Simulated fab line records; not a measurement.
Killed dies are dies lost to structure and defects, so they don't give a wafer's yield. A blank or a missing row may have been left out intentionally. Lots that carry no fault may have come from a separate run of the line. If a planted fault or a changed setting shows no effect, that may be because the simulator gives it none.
Which tool was responsible? + flow nand_harc + Sampling: 12 lots, 36 wafers, 5 of 1302 route steps

## WHAT EACH GAUGE READ, for each wafer
NHARC_END_SORT_01.
| lot  | measured     | on        | killed_at_array | killed_at_other | killed_at_periphery | killed_dies | killed_open | killed_short |
|------|--------------|-----------|-----------------|-----------------|---------------------|-------------|-------------|--------------|
| L629 | day 29 04:56 | prober-02 | 670 673 668     | 6 3 5           | 1 1 4               | 677 677 677 | 3 2 3       | 0 4 5        |
| L630 | day 29 12:46 | prober-02 | 672 674 675     | 2 1 1           | 3 2 1               | 677 677 677 | 2 5 3       | 3 8 2        |
| L631 | day 29 19:25 | prober-01 | 673 669 674     | 0 0 0           | 4 8 3               | 677 677 677 | 5 3 5       | 3 4 3        |

## TOOL THAT RAN EACH LOT (tool first, then ch and the chambers of the sampled wafers, then the start)
| lot  | NHARC_A_WL_FILL_STRIP_29           | NHARC_A_WL_FILL_ALD_19              | NHARC_A_WL_FILL_CVD_20                   | NHARC_A_CONTACT_DEP_24          |
|------|------------------------------------|-------------------------------------|------------------------------------------|---------------------------------|
| L619 | rie_diel-08 ch 0,2,3, day 21 03:56 | ald_metal-01 ch 0,1,3, day 21 09:34 | cvd_w-01 ch 0,1, day 21 10:28 or earlier | pecvd-04 ch 1,2, day 21 10:28   |
| L622 | rie_diel-03 ch 1,2, day 22 16:56   | ald_metal-03 ch 0,2,3, day 22 22:32 | cvd_w-01 ch 0,1, day 22 23:31 or earlier | pecvd-01 ch 0,1, day 22 23:31   |
| L629 | rie_diel-03 ch 0,1,3, day 25 13:29 | ald_metal-03 ch 2,3, day 25 19:25   | cvd_w-02 ch 0,1, day 25 20:26 or earlier | pecvd-01 ch 1,2, day 25 20:26   |
| L630 | rie_diel-05 ch 0,3, day 25 18:28   | ald_metal-03 ch 0,1,3, day 26 00:02 | cvd_w-01 ch 0,1, day 26 00:58 or earlier | pecvd-01 ch 1,2, day 26 00:58   |
| L632 | rie_diel-03 ch 0,1,3, day 26 05:42 | ald_metal-03 ch 0,1,2, day 26 11:12 | cvd_w-01 ch 0,1, day 26 12:14 or earlier | pecvd-04 ch 0,1,2, day 26 12:14 |
| L631 | rie_diel-05 ch 0,1,3, day 26 05:42 | ald_metal-04 ch 0,1,3, day 26 11:11 | cvd_w-01 ch 0,1, day 26 12:06 or earlier | pecvd-02 ch 1,2, day 26 12:06   |
| L635 | rie_diel-05 ch 0,1,2, day 27 01:52 | ald_metal-01 ch 0,1,3, day 27 05:32 | cvd_w-02 ch 0,1, day 27 06:32 or earlier | pecvd-01 ch 0,1,2, day 27 06:32 |
| L637 | rie_diel-08 ch 1,2, day 28 08:12   | ald_metal-03 ch 0,1, day 28 13:46   | cvd_w-01 ch 0, day 28 14:42 or earlier   | pecvd-02 ch 0,2, day 28 14:42   |
| L638 | rie_diel-03 ch 1,2,3, day 28 16:53 | ald_metal-01 ch 0,2, day 28 22:23   | cvd_w-02 ch 0,1, day 28 23:17 or earlier | pecvd-01 ch 0,1, day 28 23:17   |
| L640 | rie_diel-05 ch 1,2,3, day 29 10:41 | ald_metal-04 ch 0,1,2, day 29 16:11 | cvd_w-01 ch 0,1, day 29 17:04 or earlier | pecvd-01 ch 0,1,2, day 29 17:04 |
| L639 | rie_diel-03 ch 0,1,2, day 29 10:43 | ald_metal-03 ch 0,3, day 29 16:10   | cvd_w-02 ch 0,1, day 29 17:11 or earlier | pecvd-02 ch 1,2, day 29 17:11   |
| L641 | rie_diel-05 ch 0,2,3, day 30 04:54 | ald_metal-03 ch 0,2, day 30 10:28   | cvd_w-01 ch 0,1, day 30 11:25 or earlier | pecvd-04 ch 0,1, day 30 11:25   |
- NHARC_A_WL_FILL_STRIP_29: strips in O2, time 20 s.
- NHARC_A_WL_FILL_ALD_19: deposits TiN, target thk 2 nm, pulse time 3 s, ald cycles 100.
- NHARC_A_WL_FILL_CVD_20: deposits W, target thk 100 nm, time 74 s.
- NHARC_A_CONTACT_DEP_24: deposits SiO2, target thk 500 nm.

## WHAT THE TOOLS THEMSELVES READ (means of the sampled wafers that have a number; where no wafer has one, the mark that the record gives instead)
NHARC_A_WL_FILL_STRIP_29.
| lot  | tool        | drypump_motor_current_A (A) | oes_product_au (a.u.) | rf_vpp_V (V) | showerhead_plenum_p_Torr (Torr) | throttle_valve_pct (%) |
|------|-------------|-----------------------------|-----------------------|--------------|---------------------------------|------------------------|
| L619 | rie_diel-08 | 5.5                         | 1.004                 | 57.8         | 3.54                            | 17.036                 |
| L622 | rie_diel-03 | 5.1                         | 0.993                 | 57.2         | 3.63                            | 17.034                 |
| L629 | rie_diel-03 | 5.7                         | 0.986                 | 57.8         | 3.60                            | 17.040                 |
| L630 | rie_diel-05 | 5.8                         | 1.008                 | 58.1         | 3.50                            | 17.039                 |
| L632 | rie_diel-03 | 5.7                         | 0.992                 | 57.7         | 3.59                            | 17.033                 |
| L631 | rie_diel-05 | 5.9                         | 1.014                 | 57.3         | 3.55                            | 17.040                 |
| L635 | rie_diel-05 | 5.9                         | 1.010                 | 56.8         | 3.45                            | 17.030                 |
| L637 | rie_diel-08 | 5.6                         | 0.979                 | 57.3         | 3.66                            | 17.041                 |
| L638 | rie_diel-03 | 5.4                         | 1.011                 | 58.5         | 3.53                            | 17.035                 |
| L640 | rie_diel-05 | 6.0                         | 1.021                 | 58.9         | 3.59                            | 17.035                 |
| L639 | rie_diel-03 | 5.5                         | 1.005                 | 58.3         | 3.58                            | 17.036                 |
| L641 | rie_diel-05 | 5.9                         | 1.020                 | 57.4         | 3.54                            | 17.036                 |

NHARC_A_WL_FILL_ALD_19.
| lot  | tool         | heater_power_w (W) | precursor_pulse_height_rel |
|------|--------------|--------------------|----------------------------|
| L619 | ald_metal-01 | 1085               | 0.993                      |
| L622 | ald_metal-03 | 1147               | 1.010                      |
| L629 | ald_metal-03 | 1139               | 0.987                      |
| L630 | ald_metal-03 | 1129               | 1.015                      |
| L632 | ald_metal-03 | 1090               | 1.025                      |
| L631 | ald_metal-04 | 1060               | 1.013                      |
| L635 | ald_metal-01 | 1085               | 0.978                      |
| L637 | ald_metal-03 | 1069               | 1.005                      |
| L638 | ald_metal-01 | 1064               | 0.986                      |
| L640 | ald_metal-04 | 998                | 1.002                      |
| L639 | ald_metal-03 | 1201               | 1.008                      |
| L641 | ald_metal-03 | 1090               | 0.992                      |

NHARC_A_WL_FILL_CVD_20.
| lot  | tool     | heater_power_w (W) | throttle_valve_pct (%) |
|------|----------|--------------------|------------------------|
| L619 | cvd_w-01 | 896                | 8.40                   |
| L622 | cvd_w-01 | 885                | 8.35                   |
| L629 | cvd_w-02 | 886                | 8.13                   |
| L630 | cvd_w-01 | 855                | 8.13                   |
| L632 | cvd_w-01 | 856                | 8.28                   |
| L631 | cvd_w-01 | 862                | 8.20                   |
| L635 | cvd_w-02 | 854                | 7.95                   |
| L637 | cvd_w-01 | 874                | 8.36                   |
| L638 | cvd_w-02 | 843                | 7.84                   |
| L640 | cvd_w-01 | 875                | 8.35                   |
| L639 | cvd_w-02 | 840                | 7.96                   |
| L641 | cvd_w-01 | 862                | 8.35                   |

NHARC_A_CONTACT_DEP_24.
| lot  | tool     | chamber_pressure_Torr (Torr) | flow_sccm (sccm) | heater_power_w (W) | mfc_precursor_sccm (sccm) | rf_fwd_power_W (W) | throttle_valve_pct (%) |
|------|----------|------------------------------|------------------|--------------------|---------------------------|--------------------|------------------------|
| L619 | pecvd-04 | 6.489                        | 2651             | 384                | 162.0                     | 901.2              | 16.2                   |
| L622 | pecvd-01 | 6.494                        | 2653             | 560                | 161.7                     | 899.3              | 15.4                   |
| L629 | pecvd-01 | -                            | -                | -                  | -                         | -                  | -                      |
| L630 | pecvd-01 | -                            | -                | -                  | -                         | -                  | -                      |
| L632 | pecvd-04 | 6.492                        | 2639             | 483                | 161.0                     | 896.1              | 16.1                   |
| L631 | pecvd-02 | -                            | -                | -                  | -                         | -                  | -                      |
| L635 | pecvd-01 | 6.496                        | 2650             | 563                | 161.5                     | 901.6              | 15.9                   |
| L637 | pecvd-02 | 6.507                        | 2662             | 631                | 160.9                     | 898.7              | 16.2                   |
| L638 | pecvd-01 | 6.499                        | 2640             | 513                | 161.2                     | 901.2              | 15.7                   |
| L640 | pecvd-01 | 6.497                        | 2641             | 478                | 161.3                     | 897.6              | 15.8                   |
| L639 | pecvd-02 | 6.500                        | 2645             | 775                | 161.8                     | 895.4              | 16.3                   |
| L641 | pecvd-04 | 6.514                        | 2645             | 495                | 161.4                     | 897.8              | 16.1                   |

## THE ANSWER, worked out from the rows above alone
Rule: usual is defined by the lots themselves. Put in order of their means at a reading, lots are off if they are a third of the lots or fewer, leave a main group of 4 or more, and stand apart from it by a gap of 3 or more times the standard deviation of the main group's means; of several such gaps the widest counts. Not used: any main group whose means are identical at the precision the tables above print for the reading. A lot without any number at a reading at which 4 lots or more have one is off too. The other lots that the step has rows for count as sound. After the gauges, taken in route order, come the tools' own readings; for these a lot's mean is taken, as printed above. The first step at which some lot is off is used, and at that step the reading that is off furthest; a lot without a number counts as furthest.
Off: L629, L630, L631, at NHARC_A_CONTACT_DEP_24 (chamber_pressure_Torr). Without a number there: L629, L630, L631. The main group: mean 6.499 Torr, standard deviation 0.0073.
If a tool, at that step or one of the process steps before it, ran each lot that is off and ran no sound lot following the first of them, it fits. With no start given for some of its lots, NHARC_A_WL_FILL_CVD_20 uses the hours and lot order of NHARC_A_CONTACT_DEP_24. Of those tried, none fits.

## WHAT THE SIMULATOR PUT IN
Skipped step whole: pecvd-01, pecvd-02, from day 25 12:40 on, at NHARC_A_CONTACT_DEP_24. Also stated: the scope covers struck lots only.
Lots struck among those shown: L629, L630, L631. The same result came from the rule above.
